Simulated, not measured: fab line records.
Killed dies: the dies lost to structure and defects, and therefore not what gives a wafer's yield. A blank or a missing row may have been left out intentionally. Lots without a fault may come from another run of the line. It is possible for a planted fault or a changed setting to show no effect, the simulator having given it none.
Chamber matching :: flow nand-harc :: NHARC_A_STAIRCASE_DEP_417 on pecvd-02 has 3 sister chambers
The step deposits Si3N4, target thk 60 nm. 6 wafers are shown with their chamber, then 8 later ones without.

== WAFERS WITH THEIR CHAMBER ==
wafer: L080.4
chamber: 2
heater-power-w (W): 803
rf-fwd-power-W (W): 451.1

wafer: L085.3
chamber: 0
heater-power-w (W): 656
rf-fwd-power-W (W): 450.0

wafer: L085.6
chamber: 0
heater-power-w (W): 640
rf-fwd-power-W (W): 449.4

wafer: L087.4
chamber: 2
heater-power-w (W): 890
rf-fwd-power-W (W): 451.4

wafer: L087.5
chamber: 1
heater-power-w (W): 727
rf-fwd-power-W (W): 447.6

wafer: L091.2
chamber: 1
heater-power-w (W): 837
rf-fwd-power-W (W): 448.7

== WAFERS WITHOUT THEIR CHAMBER ==
wafer: L091.3
heater-power-w (W): 876
rf-fwd-power-W (W): 449.0

wafer: L091.6
heater-power-w (W): 697
rf-fwd-power-W (W): 449.2

wafer: L090.2
heater-power-w (W): 763
rf-fwd-power-W (W): 448.7

wafer: L090.3
heater-power-w (W): 751
rf-fwd-power-W (W): 449.0

wafer: L090.6
heater-power-w (W): 791
rf-fwd-power-W (W): 446.8

wafer: L092.3
heater-power-w (W): 813
rf-fwd-power-W (W): 450.5

wafer: L092.5
heater-power-w (W): 773
rf-fwd-power-W (W): 447.9

wafer: L092.6
heater-power-w (W): 761
rf-fwd-power-W (W): 451.3

== WHICH CHAMBER EACH WENT THROUGH ==
wafer: L091.3
from the rows above: can't be placed: 1 or 0
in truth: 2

wafer: L091.6
from the rows above: can't be placed: 0 or 1
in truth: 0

wafer: L090.2
from the rows above: can't be placed: 1 or 0
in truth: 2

wafer: L090.3
from the rows above: can't be placed: 1 or 0
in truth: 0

wafer: L090.6
from the rows above: 1
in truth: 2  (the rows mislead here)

wafer: L092.3
from the rows above: can't be placed: 2 or 0
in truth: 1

wafer: L092.5
from the rows above: 1
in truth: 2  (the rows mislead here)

wafer: L092.6
from the rows above: 2
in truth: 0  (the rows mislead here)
0 of 8 placed correctly. Not placeable from these rows: 5 (in 2, the candidates include the true chamber). Wrongly placed: 3.
How it was worked out, from the rows above alone: a wafer's distance from a chamber is the root of the sum, over the readings, of the square of ((its reading less the chamber's mean) divided by the reading's scatter). The wafer belongs to the nearest chamber; if the next one is less than 2 further off, it can't be placed. A chamber's mean is the mean of its shown wafers. The scatter: the root of (the sum of the squares of (reading less its chamber's mean) over the shown wafers, divided by (wafers less chambers)).
